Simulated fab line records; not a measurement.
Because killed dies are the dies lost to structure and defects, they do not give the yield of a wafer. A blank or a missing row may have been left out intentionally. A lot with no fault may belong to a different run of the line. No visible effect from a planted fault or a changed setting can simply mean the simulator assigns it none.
Problem report, 8D (eight disciplines) form, completed by code + flow n5_finfet + the parts of the form that need people (team, actions taken, sign-off) are left out

== 1. WHAT IS WRONG ==
cd_nm at N5_PMOS_HMC_CHANNEL_EPI_CD_MEAS_09 reads a mean of 285.5 nm on 3 wafers of 2 lots; wafers without a fault read 237.5 nm with a standard deviation of 0.83. Relative to the usual mean, that is a shift of +58 standard deviations.
The step: target cd 237.4 nm.
Earliest sighting: wafer L268.4 on cd_sem-01 at day 4 11:27. The record holds 25 wafers of 9 lots with a number at this step. By rule, "out" or "out of limits" means more than 4 standard deviations away from the usual mean. The other wafers with a number count as sound.

== 2. WHAT THIS IS AND IS NOT ==
| question                    | is                     | is not                                                                    |
|-----------------------------|------------------------|---------------------------------------------------------------------------|
| which readings at this step | cd_nm                  | -                                                                         |
| which lots                  | L268, L269             | L259, L260, L262, L263, L264, L278, L279                                  |
| which wafers of those lots  | L268.4, L269.3, L269.4 | L268.5                                                                    |
| read on which gauges        | cd_sem-01, cd_sem-03   | cd_sem-02                                                                 |
| when                        | from day 4 11:27       | up to then (16 sound wafers); but 6 sound wafers of L278, L279 came after |

== 3. WHAT RULES OUT EACH SUSPECT ==
Counting: any tool at a process step up to the reading remains a suspect provided it ran every lot that is out. Sound lots after the first of them don't rule it out here, since some wafers of a struck lot are sound.
- ruled out: the gauge at N5_PMOS_HMC_CHANNEL_EPI_CD_MEAS_09. Those wafers that are out were read across 2 gauges (cd_sem-01, cd_sem-03).
- arfi_scanner-01 at N5_PMOS_HMC_CHANNEL_EPI_EXPOSE_06 (exposes mask PMOS HMC BLK, target cd 240 nm): kept. It ran every lot that is out, first L268 (day 4 11:20); its last sound lot up to then is L264 (day 3 11:23).
After counting, what remains is arfi_scanner-01 at N5_PMOS_HMC_CHANNEL_EPI_EXPOSE_06.

== 4. THE CAUSE (what the simulator had put in) ==
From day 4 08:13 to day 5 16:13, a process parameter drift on arfi_scanner-01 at N5_PMOS_HMC_CHANNEL_EPI_EXPOSE_06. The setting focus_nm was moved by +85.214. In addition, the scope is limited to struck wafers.
Only this tool survived the counting.

== 5. THE CHAIN OF EFFECTS, in route order ==
One row per reading whose mean, taken over the struck wafers that have a number, lies over 3 standard deviations from the usual. Readings are gone through only where the record gives a usual standard deviation; hours: the median, over the lots, of the time from a lot's start at the first step in this table giving one to that lot's start at this step; sigmas: the change measured in usual standard deviations.
| hours | step                               | reading              | usual    | on struck wafers | change | sigmas |
|-------|------------------------------------|----------------------|----------|------------------|--------|--------|
| 0     | N5_PMOS_HMC_CHANNEL_EPI_CD_MEAS_09 | cd_nm                | 237.5 nm | 285.5            | +48.0  | +58    |
| 287   | N5_PASSIVATION_PROBE_49            | defect_limited_yield | 91.5 %   | 24.0             | -67.5  | -52    |
| 287   | N5_PASSIVATION_PROBE_49            | killed_at_front_end  | 39       | 832              | +793   | +72    |
| 287   | N5_PASSIVATION_PROBE_49            | killed_dies          | 100      | 896              | +796   | +53    |
| 287   | N5_PASSIVATION_PROBE_49            | killed_on_rim        | 13       | 55               | +42    | +11    |
| 287   | N5_PASSIVATION_PROBE_49            | sort_n_pass          | 1080     | 284              | -796   | -53    |
| 287   | N5_PASSIVATION_PROBE_49            | sort_yield_pct       | 91.5 %   | 24.0             | -67.5  | -52    |
Process steps it contains:
- N5_PASSIVATION_PROBE_49

== 6. WHAT WOULD HAVE CAUGHT IT SOONER ==
The first out-of-limits reading at a measuring or inspecting step in this record came at day 4 11:27, 3 hours after the fault's start at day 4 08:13.
Of the tool readings at N5_PMOS_HMC_CHANNEL_EPI_EXPOSE_06 for which the record gives a usual standard deviation, none was out on any struck wafer, so an alarm limit of 4 standard deviations on them would not have fired.
Lots out: 2; of these, L269 started N5_PMOS_HMC_CHANNEL_EPI_EXPOSE_06 on arfi_scanner-01 after day 4 11:27. A tool hold placed at that time would have kept it from harm.
